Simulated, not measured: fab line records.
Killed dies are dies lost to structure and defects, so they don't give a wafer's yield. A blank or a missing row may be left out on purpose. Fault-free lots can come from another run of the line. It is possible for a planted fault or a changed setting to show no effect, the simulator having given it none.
Split-lot trial :: flow n5-finfet :: on a route of 1938 steps: 7 lots, 21 wafers read

## ON THE SPLIT
At N5_BEOL_M1_ILD_DEP_00 (deposits SiOC from DEMS/O2, target thk 79 nm, time 15.3 s), the setting time-s was moved away from the recipe's 15.3 s on 6 of the 21 wafers read, by +8.3% to +14.2%. For the rest of the wafers, this setting stayed at what the recipe calls for.

Between the split and the reading, the file records no step.

## THE READING
Values of M1_ILD_THK in nm from N5_BEOL_M1_THK_MEAS_01. Fault-free wafers of this fab line usually give 79.1 nm, standard deviation 0.98 nm.

wafer: L074.4
tool, chamber at the split: pecvd-04, 0
time-s as run, s: 15.3
against the recipe: recipe
M1_ILD_THK, nm: 79.5
against lot-mates on the recipe: -

wafer: L074.5
tool, chamber at the split: pecvd-04, 1
time-s as run, s: 15.3
against the recipe: recipe
M1_ILD_THK, nm: 78.2
against lot-mates on the recipe: -

wafer: L074.6
tool, chamber at the split: pecvd-04, 2
time-s as run, s: 15.3
against the recipe: recipe
M1_ILD_THK, nm: 79.1
against lot-mates on the recipe: -

wafer: L077.4
tool, chamber at the split: pecvd-01, 0
time-s as run, s: 15.3
against the recipe: recipe
M1_ILD_THK, nm: 79.3
against lot-mates on the recipe: -

wafer: L077.5
tool, chamber at the split: pecvd-01, 1
time-s as run, s: 15.3
against the recipe: recipe
M1_ILD_THK, nm: 80.7
against lot-mates on the recipe: -

wafer: L077.6
tool, chamber at the split: pecvd-01, 2
time-s as run, s: 15.3
against the recipe: recipe
M1_ILD_THK, nm: 80.3
against lot-mates on the recipe: -

wafer: L083.2
tool, chamber at the split: pecvd-01, 0
time-s as run, s: 16.57
against the recipe: +8.3%
M1_ILD_THK, nm: 85.8
against lot-mates on the recipe: +7.2

wafer: L083.3
tool, chamber at the split: pecvd-01, 2
time-s as run, s: 15.3
against the recipe: recipe
M1_ILD_THK, nm: 78.6
against lot-mates on the recipe: -

wafer: L083.6
tool, chamber at the split: pecvd-01, 1
time-s as run, s: 16.57
against the recipe: +8.3%
M1_ILD_THK, nm: 87.5
against lot-mates on the recipe: +8.9

wafer: L087.2
tool, chamber at the split: pecvd-04, 2
time-s as run, s: 17.15
against the recipe: +12.1%
M1_ILD_THK, nm: 87.2
against lot-mates on the recipe: +7.7

wafer: L087.3
tool, chamber at the split: pecvd-04, 1
time-s as run, s: 17.15
against the recipe: +12.1%
M1_ILD_THK, nm: 87.6
against lot-mates on the recipe: +8.1

wafer: L087.4
tool, chamber at the split: pecvd-04, 0
time-s as run, s: 15.3
against the recipe: recipe
M1_ILD_THK, nm: 79.5
against lot-mates on the recipe: -

wafer: L095.1
tool, chamber at the split: pecvd-04, 2
time-s as run, s: 15.3
against the recipe: recipe
M1_ILD_THK, nm: 78.2
against lot-mates on the recipe: -

wafer: L095.3
tool, chamber at the split: pecvd-04, 0
time-s as run, s: 15.3
against the recipe: recipe
M1_ILD_THK, nm: 78.9
against lot-mates on the recipe: -

wafer: L095.5
tool, chamber at the split: pecvd-04, 0
time-s as run, s: 15.3
against the recipe: recipe
M1_ILD_THK, nm: 81.4
against lot-mates on the recipe: -

wafer: L096.3
tool, chamber at the split: pecvd-02, 1
time-s as run, s: 17.47
against the recipe: +14.2%
M1_ILD_THK, nm: 90.7
against lot-mates on the recipe: +9.8

wafer: L096.4
tool, chamber at the split: pecvd-02, 0
time-s as run, s: 17.47
against the recipe: +14.2%
M1_ILD_THK, nm: 90.2
against lot-mates on the recipe: +9.3

wafer: L096.5
tool, chamber at the split: pecvd-02, 1
time-s as run, s: 15.3
against the recipe: recipe
M1_ILD_THK, nm: 80.9
against lot-mates on the recipe: -

wafer: L097.2
tool, chamber at the split: pecvd-04, 2
time-s as run, s: 15.3
against the recipe: recipe
M1_ILD_THK, nm: 78.9
against lot-mates on the recipe: -

wafer: L097.3
tool, chamber at the split: pecvd-04, 0
time-s as run, s: 15.3
against the recipe: recipe
M1_ILD_THK, nm: 78.9
against lot-mates on the recipe: -

wafer: L097.6
tool, chamber at the split: pecvd-04, 0
time-s as run, s: 15.3
against the recipe: recipe
M1_ILD_THK, nm: 80.3
against lot-mates on the recipe: -

THE FIT
A straight line over all 21 wafers: M1_ILD_THK changes by +0.741 nm for each +1% of time-s; r = +0.97; the points scatter about the line by 1 nm.
The same after taking each lot's own level away (the mean of its wafers on the recipe; 21 wafers): +0.707 nm for each +1%; r = +0.97; scatter 1.1 nm.
According to that fit, moving time-s by its largest amount changes the reading by 10 nm.
The span of the lots' own levels, 78.60 to 80.90 nm, comes to 2.3 times the standard deviation stated above.
So the lot-to-lot level changes the slope little: the two slopes agree.
Check: for one of the wafers moved furthest among these (+14.2%), held out of the fit, the line's prediction against its lot-mates is +10.2 nm. It came out at +9.8 nm against them.

## THE WHOLE CHAIN: every reading that the file lists as answering this split, in the file's order
step: N5_BEOL_M1_ILD_DEP_00
what it does: deposits SiOC from DEMS/O2, target thk 79 nm, time 15.3 s
reading: SiOC_of_BEOL_M1_ILD_DEP_00.thk-nm (the simulator's own value, which no gauge read)
change (the file's fit): +0.718 nm for each +1% of the setting
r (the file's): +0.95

step: N5_BEOL_M1_THK_MEAS_01
what it does: 
reading: M1_ILD_THK
change (the file's fit): +0.716 for each +1% of the setting
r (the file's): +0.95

## THE FILE'S OWN FIT
M1_ILD_THK changes by +0.716 nm for each +1% of time-s, r = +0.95.
